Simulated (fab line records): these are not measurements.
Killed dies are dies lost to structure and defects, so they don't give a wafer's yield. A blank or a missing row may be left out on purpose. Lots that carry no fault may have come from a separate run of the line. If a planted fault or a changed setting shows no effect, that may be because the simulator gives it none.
Which tool is to blame? -- flow nand harc -- Sampling: 24 lots, 72 wafers, 6 of 1159 route steps

== WHAT EACH GAUGE READ, for each wafer ==
The record lacks any reading of a measuring or inspecting step that a usual standard deviation could be used to judge.

== WHAT TOOL EACH LOT RAN ON (gives the tool, then ch and the chambers of the sampled wafers, and finally the start) ==
lot,NHARC_A_STAIRCASE_HM_OPEN_460,NHARC_A_STAIRCASE_CMP_450,NHARC_A_STAIRCASE_CMP_152,NHARC_A_STAIRCASE_DEP_471,NHARC_A_STAIRCASE_CMP_472,NHARC_A_SGD_CUT_DEP_00
L075,"rie diel-13 ch 0,1,3, day 14 03:01 or earlier","cmp-02 ch 0,1,2, day 14 03:01","cmp-02 ch 0,1,2, day 14 03:05","pecvd-04 ch 0,1, day 14 04:16","cmp-04 ch 0,2, day 14 04:32","pecvd-04 ch 0,1,2, day 14 04:55"
L074,"rie diel-04 ch 0,1,2, day 14 01:32 or earlier","cmp-04 ch 1,2,3, day 14 01:32","cmp-04 ch 1,2,3, day 14 01:36","pecvd-02 ch 0,1,2, day 14 02:46","cmp-01 ch 0,2,3, day 14 03:03","pecvd-01 ch 0,1,2, day 14 03:28"
L076,"rie diel-13 ch 2,3, day 14 07:23 or earlier","cmp-01 ch 1,2,3, day 14 07:23","cmp-01 ch 1,2,3, day 14 07:28","pecvd-01 ch 0,1,2, day 14 08:40","cmp-01 ch 0,2, day 14 08:55","pecvd-01 ch 0,2, day 14 09:20"
L077,"rie diel-13 ch 2,3, day 14 14:22 or earlier","cmp-01 ch 0,1,2, day 14 14:22","cmp-01 ch 0,1,2, day 14 14:26","pecvd-01 ch 0,1, day 14 15:35","cmp-01 ch 0,2, day 14 16:00","pecvd-03 ch 0,1, day 14 16:26"
L078,"rie diel-04 ch 0,2, day 14 20:12 or earlier","cmp-04 ch 0,1,2, day 14 20:12","cmp-04 ch 0,1,2, day 14 20:17","pecvd-02 ch 0,1,2, day 14 21:58","cmp-01 ch 0,1,2, day 14 22:13","pecvd-01 ch 0,1,2, day 14 22:35"
L081,"rie diel-13 ch 1,2,3, day 15 14:58 or earlier","cmp-02 ch 0,1,2, day 15 14:58","cmp-02 ch 0,1,2, day 15 15:02","pecvd-02 ch 1,2, day 15 16:15","cmp-01 ch 0,1,2, day 15 16:33","pecvd-03 ch 0,2, day 15 16:56"
L080,"rie diel-08 ch 0,1,3, day 15 15:10 or earlier","cmp-02 ch 1,2,3, day 15 15:10","cmp-02 ch 1,2,3, day 15 15:14","pecvd-02 ch 0,1,2, day 15 16:28","cmp-01 ch 0,1, day 15 16:42","pecvd-03 ch 0,1, day 15 17:12"
L084,"rie diel-04 ch 0,1,2, day 16 00:49 or earlier","cmp-04 ch 0,2, day 16 00:49","cmp-04 ch 0,2, day 16 00:53","pecvd-02 ch 0,1,2, day 16 01:59","cmp-04 ch 1,2,3, day 16 02:17","pecvd-03 ch 0,1,2, day 16 02:41"
L082,"rie diel-04 ch 1,2,3, day 16 01:08 or earlier","cmp-02 ch 0,1,3, day 16 01:08","cmp-02 ch 0,1,3, day 16 01:12","pecvd-01 ch 0,1, day 16 02:19","cmp-02 ch 1,2,3, day 16 02:35","pecvd-01 ch 0,1, day 16 03:10"
L083,"rie diel-04 ch 0,1,2, day 16 01:25 or earlier","cmp-01 ch 0,2,3, day 16 01:25","cmp-01 ch 0,2,3, day 16 01:29","pecvd-02 ch 0,2, day 16 02:36","cmp-01 ch 1,3, day 16 02:50","pecvd-04 ch 0,1,2, day 16 03:15"
L079,"rie diel-13 ch 0,2,3, day 16 03:28 or earlier","cmp-02 ch 0,1,3, day 16 03:28","cmp-02 ch 0,1,3, day 16 03:32","pecvd-02 ch 0,1,2, day 16 04:38","cmp-01 ch 0,1,3, day 16 04:56","pecvd-03 ch 0,2, day 16 05:20"
L088,"rie diel-08 ch 0,1, day 16 12:20 or earlier","cmp-01 ch 1,2,3, day 16 12:20","cmp-01 ch 1,2,3, day 16 12:24","pecvd-04 ch 0,1,2, day 16 13:34","cmp-01 ch 0,2,3, day 16 13:48","pecvd-04 ch 0,2, day 16 14:14"
L086,"rie diel-04 ch 0,1,3, day 16 11:51 or earlier","cmp-04 ch 0,2,3, day 16 11:51","cmp-04 ch 0,2,3, day 16 11:56","pecvd-01 ch 0,1,2, day 16 13:04","cmp-02 ch 1,2,3, day 16 13:20","pecvd-03 ch 1,2, day 16 13:47"
L087,"rie diel-04 ch 0,1,3, day 16 21:41 or earlier","cmp-02 ch 0,1,2, day 16 21:41","cmp-02 ch 0,1,2, day 16 21:46","pecvd-02 ch 1,2, day 16 22:51","cmp-02 ch 1,2,3, day 16 23:07","pecvd-03 ch 0,2, day 16 23:32"
L085,"rie diel-13 ch 0,3, day 16 21:44 or earlier","cmp-04 ch 1,2,3, day 16 21:44","cmp-04 ch 1,2,3, day 16 21:49","pecvd-01 ch 0,1,2, day 16 22:54","cmp-01 ch 0,2, day 16 23:14","pecvd-01 ch 0,1,2, day 16 23:37"
L089,"rie diel-08 ch 1,3, day 17 11:40 or earlier","cmp-04 ch 1,2,3, day 17 11:40","cmp-04 ch 1,2,3, day 17 11:44","pecvd-02 ch 0,1,2, day 17 12:48","cmp-02 ch 0,1,2, day 17 13:04","pecvd-04 ch 0,1, day 17 13:29"
L091,"rie diel-04 ch 0,2,3, day 17 18:48 or earlier","cmp-01 ch 1,3, day 17 18:48","cmp-01 ch 1,3, day 17 18:52","pecvd-01 ch 0,1, day 17 20:01","cmp-04 ch 0,1,3, day 17 20:17","pecvd-03 ch 0,1,2, day 17 20:39"
L090,"rie diel-08 ch 1,2, day 17 19:05 or earlier","cmp-02 ch 2,3, day 17 19:05","cmp-02 ch 2,3, day 17 19:09","pecvd-02 ch 1,2, day 17 20:14","cmp-01 ch 0,2,3, day 17 20:34","pecvd-01 ch 0,1,2, day 17 20:57"
L092,"rie diel-04 ch 0,3, day 17 23:40 or earlier","cmp-02 ch 2,3, day 17 23:40","cmp-02 ch 2,3, day 17 23:44","pecvd-01 ch 0,2, day 18 01:16","cmp-01 ch 0,2,3, day 18 01:34","pecvd-04 ch 0,2, day 18 01:57"
L093,"rie diel-04 ch 0,1,2, day 18 06:08 or earlier","cmp-02 ch 0,1,3, day 18 06:08","cmp-02 ch 0,1,3, day 18 06:12","pecvd-01 ch 0,1,2, day 18 07:19","cmp-02 ch 0,1,3, day 18 07:37","pecvd-03 ch 1,2, day 18 07:59"
L095,"rie diel-04 ch 1,2,3, day 18 10:23 or earlier","cmp-04 ch 0,2, day 18 10:23","cmp-04 ch 0,2, day 18 10:28","pecvd-02 ch 0,2, day 18 11:35","cmp-01 ch 0,1,2, day 18 11:50","pecvd-03 ch 0,2, day 18 12:14"
L094,"rie diel-08 ch 0,2, day 18 10:56 or earlier","cmp-02 ch 0,2,3, day 18 10:56","cmp-02 ch 0,2,3, day 18 11:00","pecvd-04 ch 1,2, day 18 12:05","cmp-02 ch 0,3, day 18 12:22","pecvd-04 ch 0,2, day 18 12:48"
L096,"rie diel-04 ch 0,1,2, day 19 07:00 or earlier","cmp-01 ch 0,2,3, day 19 07:00","cmp-01 ch 0,2,3, day 19 07:04","pecvd-02 ch 0,1,2, day 19 08:11","cmp-02 ch 0,1,3, day 19 08:29","pecvd-03 ch 0,1,2, day 19 08:52"
L097,"rie diel-13 ch 0,1, day 19 21:14 or earlier","cmp-04 ch 1,3, day 19 21:14","cmp-04 ch 1,3, day 19 21:19","pecvd-01 ch 0,1,2, day 19 23:54","cmp-04 ch 0,3, day 20 00:07","pecvd-03 ch 1,2, day 20 00:35"
- NHARC_A_STAIRCASE_HM_OPEN_460: chemistry O2/COS.
- NHARC_A_STAIRCASE_CMP_450: polishes SiO2, target thk 200 nm.
- NHARC_A_STAIRCASE_CMP_152: polishes.
- NHARC_A_STAIRCASE_DEP_471: deposits SiO2, target thk 100 nm.
- NHARC_A_STAIRCASE_CMP_472: polishes SiO2.
- NHARC_A_SGD_CUT_DEP_00: deposits SiNx, target thk 50 nm.

== WHAT THE TOOLS THEMSELVES READ (means of the sampled wafers that have a number; where no wafer has one, the mark that the record gives instead) ==
NHARC_A_STAIRCASE_HM_OPEN_460. Usual: chamber pressure mTorr 19.999 mTorr, standard deviation 0.019; drypump motor current A 5.8 A, standard deviation 0.33; mfc ar sccm 0.004 sccm, standard deviation 0.0061; o2 flow sccm 400.1 sccm, standard deviation 1; oes product au 0.996 a.u., standard deviation 0.0086; rf fwd power W 498.9 W, standard deviation 1.5; rf vpp V 467.2 V, standard deviation 2.4; showerhead plenum p Torr 3.12 Torr, standard deviation 0.11; throttle valve pct 28.329 %, standard deviation 0.0092.
lot,tool,chamber pressure mTorr (mTorr),drypump motor current A (A),mfc ar sccm (sccm),o2 flow sccm (sccm),oes product au (a.u.),rf fwd power W (W),rf vpp V (V),showerhead plenum p Torr (Torr),throttle valve pct (%),flag
L075,rie diel-13,19.997,5.4,0.005,400.0,0.996,499.9,465.3,3.04,28.334,
L074,rie diel-04,20.002,5.7,0.005,399.6,0.994,497.8,467.4,3.14,28.328,
L076,rie diel-13,19.974,5.6,0.000,400.7,0.996,498.1,468.2,3.18,28.331,
L077,rie diel-13,19.987,5.6,0.000,400.3,1.007,500.3,467.6,3.11,28.325,
L078,rie diel-04,19.989,5.9,0.000,400.3,0.994,498.5,467.2,3.09,28.333,
L081,rie diel-13,19.992,5.5,0.001,400.2,0.999,498.7,466.7,3.11,28.328,
L080,rie diel-08,19.981,6.1,0.000,399.7,0.993,499.8,466.9,3.05,28.327,
L084,rie diel-04,20.000,5.7,0.005,398.2,0.988,498.2,467.8,3.14,28.332,
L082,rie diel-04,20.013,5.7,0.007,401.3,0.989,497.9,468.2,3.17,28.319,
L083,rie diel-04,20.002,5.7,0.005,399.9,0.992,496.4,467.5,3.13,28.330,
L079,rie diel-13,20.012,5.6,0.005,400.9,0.991,498.8,466.2,3.09,28.338,
L088,rie diel-08,19.991,6.3,0.000,399.6,0.994,500.2,466.6,3.08,28.327,
L086,rie diel-04,20.000,5.9,0.007,400.6,0.994,498.0,469.4,3.21,28.327,
L087,rie diel-04,20.008,5.9,0.007,399.8,0.996,500.3,468.9,3.21,28.326,
L085,rie diel-13,19.996,5.6,0.005,400.2,0.989,499.6,465.4,3.02,28.329,
L089,rie diel-08,19.994,6.0,0.000,401.2,1.004,499.1,464.9,3.02,28.327,
L091,rie diel-04,20.000,5.9,0.002,400.3,0.993,497.2,466.5,3.11,28.330,
L090,rie diel-08,20.001,5.8,0.011,401.8,1.008,497.2,466.9,3.10,28.331,
L092,rie diel-04,20.003,6.1,0.002,400.0,0.986,498.1,467.9,3.17,28.329,
L093,rie diel-04,20.001,5.7,0.005,399.8,0.997,498.0,466.8,3.12,28.336,
L095,rie diel-04,19.998,5.7,0.007,400.3,0.993,500.4,467.8,3.15,28.329,
L094,rie diel-08,19.993,6.1,0.005,400.8,1.000,500.1,467.9,3.15,28.335,
L096,rie diel-04,19.997,5.7,0.005,399.5,0.993,497.7,467.5,3.12,28.323,
L097,rie diel-13,20.005,5.4,0.010,399.4,1.000,498.2,465.0,2.99,28.329,

NHARC_A_STAIRCASE_CMP_450. Usual: motor current A 12.2 A, standard deviation 1.2; slurry flow ml min 150.0, standard deviation 0.43.
lot,tool,motor current A (A),slurry flow ml min,flag
L075,cmp-02,12.0,150.0,
L074,cmp-04,12.4,149.9,
L076,cmp-01,12.1,149.6,
L077,cmp-01,11.5,149.8,
L078,cmp-04,12.4,150.0,
L081,cmp-02,12.1,149.9,
L080,cmp-02,12.2,149.9,
L084,cmp-04,13.3,149.9,
L082,cmp-02,11.1,149.8,
L083,cmp-01,12.1,150.1,
L079,cmp-02,11.2,150.0,
L088,cmp-01,12.3,150.2,
L086,cmp-04,12.3,150.1,
L087,cmp-02,12.5,149.9,
L085,cmp-04,12.9,149.9,
L089,cmp-04,12.6,150.3,
L091,cmp-01,11.9,150.2,
L090,cmp-02,13.1,150.4,
L092,cmp-02,12.1,150.1,
L093,cmp-02,10.9,149.9,
L095,cmp-04,13.1,150.3,
L094,cmp-02,12.5,149.9,
L096,cmp-01,12.3,149.9,
L097,cmp-04,12.8,149.9,

NHARC_A_STAIRCASE_CMP_152. Usual: motor current A 12.2 A, standard deviation 1.2; slurry flow ml min 150.1, standard deviation 0.45.
lot,tool,motor current A (A),slurry flow ml min,flag
L075,cmp-02,12.5,150.2,
L074,cmp-04,12.9,150.7,
L076,cmp-01,12.1,150.1,
L077,cmp-01,11.5,150.3,
L078,cmp-04,12.6,150.1,
L081,cmp-02,12.4,150.0,
L080,cmp-02,12.3,150.0,
L084,cmp-04,13.5,150.2,
L082,cmp-02,11.8,150.3,
L083,cmp-01,11.8,149.6,
L079,cmp-02,11.7,149.6,
L088,cmp-01,12.0,149.3,
L086,cmp-04,12.9,150.2,
L087,cmp-02,12.6,150.3,
L085,cmp-04,12.8,150.3,
L089,cmp-04,12.7,149.9,
L091,cmp-01,12.1,149.7,
L090,cmp-02,12.9,150.2,
L092,cmp-02,12.6,150.2,
L093,cmp-02,11.0,150.3,
L095,cmp-04,13.1,149.8,
L094,cmp-02,12.2,150.0,
L096,cmp-01,12.0,150.4,
L097,cmp-04,12.4,149.9,

NHARC_A_STAIRCASE_DEP_471. Usual: heater power w 574 W, standard deviation 110; rf fwd power W 896.5 W, standard deviation 2.9; throttle valve pct 15.8 %, standard deviation 0.38.
lot,tool,heater power w (W),rf fwd power W (W),throttle valve pct (%),flag
L075,pecvd-04,473,895.6,15.8,
L074,pecvd-02,584,898.4,16.1,
L076,pecvd-01,574,898.0,15.7,
L077,pecvd-01,645,896.4,16.0,
L078,pecvd-02,552,894.4,16.3,
L081,pecvd-02,541,894.5,15.9,
L080,pecvd-02,566,895.3,16.0,
L084,pecvd-02,555,896.5,15.8,
L082,pecvd-01,537,897.8,15.7,
L083,pecvd-02,492,897.3,15.6,
L079,pecvd-02,563,896.2,16.0,
L088,pecvd-04,597,896.5,15.9,
L086,pecvd-01,625,896.5,15.6,
L087,pecvd-02,436,894.4,15.9,
L085,pecvd-01,623,899.5,15.8,
L089,pecvd-02,555,895.9,16.0,
L091,pecvd-01,667,897.7,16.1,
L090,pecvd-02,552,893.8,16.1,
L092,pecvd-01,551,896.5,15.5,
L093,pecvd-01,624,897.6,16.0,
L095,pecvd-02,552,896.1,15.6,
L094,pecvd-04,611,893.7,15.1,
L096,pecvd-02,532,899.3,16.1,
L097,pecvd-01,591,898.8,15.7,

NHARC_A_STAIRCASE_CMP_472. Usual: motor current A 12.1 A, standard deviation 1; slurry flow ml min 150.1, standard deviation 0.45.
lot,tool,motor current A (A),slurry flow ml min,flag
L075,cmp-04,12.1,150.5,
L074,cmp-01,12.0,150.0,
L076,cmp-01,11.5,149.9,
L077,cmp-01,11.6,149.8,
L078,cmp-01,11.4,150.2,
L081,cmp-01,11.6,150.2,
L080,cmp-01,11.7,150.3,
L084,cmp-04,12.5,149.6,
L082,cmp-02,12.0,149.8,
L083,cmp-01,12.8,149.8,
L079,cmp-01,11.9,150.2,
L088,cmp-01,12.0,150.3,
L086,cmp-02,11.9,150.1,
L087,cmp-02,11.8,149.9,
L085,cmp-01,11.6,150.1,
L089,cmp-02,12.1,150.0,
L091,cmp-04,11.7,150.4,
L090,cmp-01,12.5,149.9,
L092,cmp-01,12.2,150.0,
L093,cmp-02,11.5,150.1,
L095,cmp-01,11.6,150.2,
L094,cmp-02,11.4,150.0,
L096,cmp-02,11.5,149.9,
L097,cmp-04,11.6,150.1,

NHARC_A_SGD_CUT_DEP_00. Usual: heater power w 749 W, standard deviation 120; rf fwd power W 448.2 W, standard deviation 1.5.
lot,tool,heater power w (W),rf fwd power W (W),flag
L075,pecvd-04,701,447.8,
L074,pecvd-01,748,448.9,
L076,pecvd-01,759,448.2,
L077,pecvd-03,788,450.2,
L078,pecvd-01,746,447.8,
L081,pecvd-03,831,449.6,
L080,pecvd-03,747,448.0,
L084,pecvd-03,810,448.6,
L082,pecvd-01,796,449.9,
L083,pecvd-04,715,448.4,
L079,pecvd-03,744,446.9,
L088,pecvd-04,667,448.4,
L086,pecvd-03,665,447.3,
L087,pecvd-03,746,448.4,
L085,pecvd-01,711,447.2,
L089,pecvd-04,568,446.6,
L091,pecvd-03,761,448.4,
L090,pecvd-01,771,448.7,
L092,pecvd-04,623,448.1,
L093,pecvd-03,657,448.1,
L095,pecvd-03,760,447.8,
L094,pecvd-04,614,446.3,
L096,pecvd-03,810,449.5,
L097,pecvd-03,625,445.9,

== THE ANSWER, worked out from the rows above alone ==
Rule: a lot counts as off when the mean over its wafers that have a number is more than 3 standard deviations away from the usual mean. Also off: a lot with no number at a reading for which 4 or more lots have one. All remaining lots with rows at the step are treated as sound. Order of review: gauges by route order, followed by the tools' own readings, for which a lot's mean as printed above is used. The first step at which some lot is off is used, and at that step the reading that is off furthest; a lot without a number counts as furthest.
None of the lots is off at any reading shown; this tells nothing.

== WHAT HAD BEEN PUT IN BY THE SIMULATOR ==
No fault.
